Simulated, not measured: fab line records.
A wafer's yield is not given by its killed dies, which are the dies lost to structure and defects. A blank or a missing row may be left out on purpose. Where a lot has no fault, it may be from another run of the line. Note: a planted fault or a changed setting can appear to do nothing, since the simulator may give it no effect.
Matching of chambers    flow nand harc    rie diel-11 running NHARC_A_CHANNEL_FILL_D2_STRIP_28: 4 sister chambers
The step strips in O2, time 20 s. 14 wafers are shown with their chamber, then 7 later ones without.

EACH WAFER AND ITS CHAMBER
wafer   chamber  showerhead plenum p Torr (Torr)  drypump motor current A (A)  throttle valve pct (%)
L816.1  3        3.77                             6.33                         17.035
L816.4  0        3.77                             5.39                         17.047
L816.6  2        3.31                             5.90                         17.056
L820.2  3        3.77                             6.32                         17.041
L820.5  1        3.50                             5.96                         17.022
L820.6  0        3.77                             5.39                         17.045
L825.1  0        3.77                             5.38                         17.051
L825.2  1        3.50                             5.98                         17.031
L825.6  0        3.77                             5.38                         17.046
L835.1  0        3.77                             5.40                         17.056
L835.4  0        3.77                             5.41                         17.030
L835.6  3        3.77                             6.29                         17.045
L836.1  3        3.76                             6.35                         17.044
L836.2  2        3.31                             5.85                         17.048

SIGNATURES, as means of the wafers listed above
reading                   chamber 0  chamber 1  chamber 2  chamber 3  scatter within a chamber
showerhead plenum p Torr  3.7700     3.5000     3.3100     3.7675     0.00274
drypump motor current A   5.3917     5.9700     5.8750     6.3225     0.02
throttle valve pct        17.04583   17.02650   17.05200   17.04125   0.00718
Rule: distance of a wafer from a chamber = root of the sum over the readings of ((wafer's reading minus chamber's mean) / reading's scatter) squared. The wafer belongs to the nearest chamber; if the next one is less than 2 further off, it can't be placed. The scatter: the root of (the sum of the squares of (reading less its chamber's mean) over the shown wafers, divided by (wafers less chambers)).

WAFERS WITH NO CHAMBER GIVEN
wafer   showerhead plenum p Torr (Torr)  drypump motor current A (A)  throttle valve pct (%)
L836.5  3.77                             5.38                         17.040
L838.2  3.50                             6.00                         17.022
L838.3  3.31                             5.93                         17.035
L838.4  3.76                             6.33                         17.037
L837.1  3.76                             6.31                         17.039
L837.4  3.77                             5.40                         17.032
L837.5  3.77                             5.40                         17.041

CHAMBER TAKEN BY EACH
wafer   from the rows above  in truth
L836.5  0                    0
L838.2  1                    1
L838.3  2                    2
L838.4  3                    3
L837.1  3                    3
L837.4  0                    0
L837.5  0                    0
7 of 7 placed correctly. Can't be placed from these rows: 0. Wrongly placed: 0.
